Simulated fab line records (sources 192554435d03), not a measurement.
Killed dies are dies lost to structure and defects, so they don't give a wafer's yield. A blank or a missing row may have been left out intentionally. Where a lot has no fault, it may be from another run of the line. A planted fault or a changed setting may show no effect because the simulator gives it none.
Matching of chambers | flow n5_finfet | N5_BEOL_M5_CURE_79 on uv_cure-03 has 3 sister chambers
The step cures SiCOH lowk, time 240 s. 6 wafers are shown with their chamber, then 10 later ones without.

== WAFERS WITH THEIR CHAMBER ==
wafer  | chamber | wafer_temp_C_max | lamp_power_pct (%)
L084.3 | 2       | 386.4            | 52.30
L084.6 | 2       | 386.5            | 52.29
L085.4 | 0       | 387.0            | 52.41
L085.5 | 0       | 387.1            | 52.37
L090.1 | 1       | 386.8            | 52.18
L090.3 | 1       | 386.2            | 52.25

== WAFERS WITHOUT THEIR CHAMBER ==
wafer  | wafer_temp_C_max | lamp_power_pct (%)
L090.5 | 386.6            | 52.30
L094.2 | 386.4            | 52.33
L094.4 | 386.5            | 52.32
L094.6 | 386.5            | 52.25
L095.1 | 387.1            | 52.23
L095.2 | 386.6            | 52.29
L095.3 | 386.3            | 52.37
L095.4 | 387.3            | 52.31
L095.5 | 387.7            | 52.26
L095.6 | 386.7            | 52.32

== THE CHAMBER EACH PASSED THROUGH ==
wafer  | from the rows above          | in truth
L090.5 | can't be placed: 2 or 1      | 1
L094.2 | 2                            | 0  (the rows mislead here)
L094.4 | 2                            | 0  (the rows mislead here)
L094.6 | can't be placed: 1 or 2      | 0
L095.1 | can't be placed: 1 or 2      | 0
L095.2 | can't be placed: 2 or 1      | 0
L095.3 | can't be placed: 2 or 0      | 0
L095.4 | can't be placed: 0 or 2 or 1 | 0
L095.5 | can't be placed: 0 or 1 or 2 | 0
L095.6 | can't be placed: 2 or 0      | 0
Placed correctly: 0 of 10. Unplaceable from these rows: 8, with the true chamber sitting among the candidates in 5. Wrongly placed: 2.
How it was worked out, from the rows above alone: a wafer's distance from a chamber is the root of the sum, over the readings, of the square of ((its reading less the chamber's mean) divided by the reading's scatter). If the next closest chamber is less than 2 further off than the closest, the wafer can't be placed; otherwise it belongs to the closest. A chamber's mean is the mean of its shown wafers. The scatter: the root of (the sum of the squares of (reading less its chamber's mean) over the shown wafers, divided by (wafers less chambers)).
